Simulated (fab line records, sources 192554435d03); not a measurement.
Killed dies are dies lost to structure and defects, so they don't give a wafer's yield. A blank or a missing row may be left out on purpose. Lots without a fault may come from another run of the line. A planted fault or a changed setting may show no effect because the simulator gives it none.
Split-lot experiment | flow n5_finfet | 7 lots, 21 wafers read, on a route of 1938 steps

THE SPLIT
At N5_FIN_SAQP_ETCH_65 (etches SiO2 in CF4, target depth 4 nm, time 4.4 s), the setting time_s was moved away from the recipe's 4.4 s on 7 of the 21 wafers read, by -18.3% to +13.0%. The other wafers ran this setting at the recipe's value.

The reading is taken at the split's own step.

THE READING
etch.depth_nm (the simulator's own value, which no gauge read), in nm, at N5_FIN_SAQP_ETCH_65 (etches SiO2 in CF4, target depth 4 nm, time 4.4 s). The file gives no usual value for it. The 14 wafers here that ran the recipe average 3.860 nm, standard deviation 0.13 nm.

wafer  | tool, chamber at the split | time_s as run, s | against the recipe | etch.depth_nm, nm | against lot-mates on the recipe
L077.3 | rie_si-03, 1               | 4.4              | recipe             | 3.736             | -
L077.5 | rie_si-03, 1               | 3.959            | -10.0%             | 3.364             | -0.372
L077.6 | rie_si-03, 2               | 3.959            | -10.0%             | 3.569             | -0.167
L079.1 | rie_si-02, 1               | 4.4              | recipe             | 3.787             | -
L079.3 | rie_si-02, 2               | 4.4              | recipe             | 4.043             | -
L079.4 | rie_si-02, 0               | 4.4              | recipe             | 4.14              | -
L080.2 | rie_si-01, 1               | 4.4              | recipe             | 3.902             | -
L080.5 | rie_si-01, 3               | 4.972            | +13.0%             | 4.5               | +0.667
L080.6 | rie_si-01, 0               | 4.4              | recipe             | 3.764             | -
L081.1 | rie_si-03, 1               | 4.4              | recipe             | 3.693             | -
L081.5 | rie_si-03, 0               | 4.4              | recipe             | 3.806             | -
L081.6 | rie_si-03, 1               | 4.4              | recipe             | 3.717             | -
L085.1 | rie_si-01, 1               | 3.596            | -18.3%             | 3.254             | -0.540
L085.2 | rie_si-01, 0               | 4.4              | recipe             | 3.794             | -
L085.5 | rie_si-01, 1               | 3.596            | -18.3%             | 3.259             | -0.535
L086.1 | rie_si-03, 2               | 4.4              | recipe             | 3.971             | -
L086.5 | rie_si-03, 2               | 4.4              | recipe             | 3.962             | -
L086.6 | rie_si-03, 0               | 4.4              | recipe             | 3.843             | -
L088.1 | rie_si-01, 2               | 4.4              | recipe             | 3.882             | -
L088.2 | rie_si-01, 1               | 4.871            | +10.7%             | 4.335             | +0.453
L088.5 | rie_si-01, 1               | 4.871            | +10.7%             | 4.371             | +0.489

THE FIT
A straight line over all 21 wafers: etch.depth_nm changes by +0.0389 nm for each +1% of time_s; r = +0.93; the points scatter about the line by 0.12 nm.
The same after taking each lot's own level away (the mean of its wafers on the recipe; 21 wafers): +0.0352 nm for each +1%; r = +0.95; scatter 0.098 nm.
On that fit, the largest move of time_s shifts the reading by 0.64 nm.
The lots' own levels span 3.7360 to 3.9900 nm, that is 2.0 times the standard deviation above.
So the lot-to-lot level changes the slope: the two fits differ.
Check: with one of the wafers moved furthest among these (-18.3%) left out of the fit, the line predicts -0.633 nm for it against its lot-mates. It came out at -0.54 nm against them.

OTHER SPLITS ON THESE WAFERS
These wafers also went through other splits before the reading. Each is held against what the fit with the lots' levels taken away leaves over:
other split on the same wafers | wafers away from the commonest value | r with etch.depth_nm (lot level and that fit taken away)
N5_ZERO_LAYER_PECVD_02 time_s  | 9                                    | +0.09
N5_ZERO_LAYER_COAT_05 spin_rpm | 6                                    | -0.03
N5_WELL_APT_EXPOSE_22 dose_mj  | 6                                    | -0.17
N5_WELL_APT_PEB_23 peb_time_s  | 5                                    | +0.05

THE FILE'S OWN FIT
etch.depth_nm changes by +0.0366 nm for each +1% of time_s, r = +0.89.
